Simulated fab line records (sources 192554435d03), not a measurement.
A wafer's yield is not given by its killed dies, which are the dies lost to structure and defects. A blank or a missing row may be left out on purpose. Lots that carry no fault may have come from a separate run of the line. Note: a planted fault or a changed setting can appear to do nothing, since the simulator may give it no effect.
Matching of chambers ; flow n5-finfet ; N5_BEOL_M15_ILD_DEP_00 on pecvd-03: 3 sister chambers
The step deposits SiO2 from TEOS/O2, target thk 1629.3 nm, time 346.1 s. 3 wafers are shown with their chamber, then 9 later ones without.

## EACH WAFER AND ITS CHAMBER
wafer;chamber;throttle-valve-pct (%)
L082.2;1;19.3
L082.3;0;20.2
L082.5;2;17.8

## WAFERS MISSING THEIR CHAMBER
wafer;throttle-valve-pct (%)
L087.3;19.4
L087.4;19.4
L087.5;20.4
L093.1;18.2
L093.2;20.5
L093.5;18.8
L097.1;20.1
L097.4;19.4
L097.6;20.1

## WHICH CHAMBER EACH WENT THROUGH
wafer;from the rows above;in truth
L087.3;1;1
L087.4;1;1
L087.5;0;0
L093.1;2;2
L093.2;0;0
L093.5;can't be placed: 1 or 2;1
L097.1;0;0
L097.4;1;1
L097.6;0;0
8 of 9 placed correctly. Not placeable from these rows: 1 (in 1, the candidates include the true chamber). 0 placed wrongly.
How it was worked out, from the rows above alone: a wafer's distance from a chamber is the root of the sum, over the readings, of the square of ((its reading less the chamber's mean) divided by the reading's scatter). If the next closest chamber is less than 2 further off than the closest, the wafer can't be placed; otherwise it belongs to the closest. The mean given for a chamber averages the wafers shown for that chamber. The scatter: root of mean squared gap, hidden wafer to nearest shown wafer, with one shown wafer a chamber.
